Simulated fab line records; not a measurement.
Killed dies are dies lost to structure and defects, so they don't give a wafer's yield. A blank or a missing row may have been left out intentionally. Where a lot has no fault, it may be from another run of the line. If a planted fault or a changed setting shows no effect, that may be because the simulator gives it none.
Matching of chambers -- flow n5-finfet -- 4 sister chambers for N5_BEOL_M7_ALD_77 on ald-metal-01
The step deposits TaN, target thk 2 nm, pulse time 2 s, purge time 3 s. 8 wafers are shown with their chamber, then 8 later ones without.

== EACH WAFER AND ITS CHAMBER ==
wafer,chamber,heater-power-w (W),susceptor-temp-C (C)
L087.6,0,340,275.02
L091.3,1,432,274.76
L091.5,3,461,274.90
L091.6,2,413,274.82
L093.1,1,435,275.03
L093.2,0,353,274.81
L093.4,2,421,275.26
L095.2,3,448,274.42

== WAFERS WITH NO CHAMBER GIVEN ==
wafer,heater-power-w (W),susceptor-temp-C (C)
L095.3,350,274.88
L095.4,437,275.09
L096.1,358,275.38
L096.2,431,275.30
L096.3,433,275.01
L096.4,457,275.20
L096.5,345,275.15
L096.6,454,275.12

== THE CHAMBER EACH PASSED THROUGH ==
wafer,from the rows above,in truth
L095.3,0,0
L095.4,can't be placed: 1 or 2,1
L096.1,0,0
L096.2,can't be placed: 1 or 2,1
L096.3,can't be placed: 1 or 2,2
L096.4,can't be placed: 3 or 1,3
L096.5,0,0
L096.6,can't be placed: 3 or 1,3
Correctly placed: 3 of 8. Unplaceable from these rows: 5, with the true chamber sitting among the candidates in 5. 0 placed wrongly.
How it was worked out, from the rows above alone: a wafer's distance from a chamber is the root of the sum, over the readings, of the square of ((its reading less the chamber's mean) divided by the reading's scatter). If the next closest chamber is less than 2 further off than the closest, the wafer can't be placed; otherwise it belongs to the closest. For every chamber, the mean is computed from those of its wafers that are shown. The scatter: take each reading less its chamber's mean, square it, sum over the shown wafers, divide by the number of wafers less the number of chambers, and take the root.
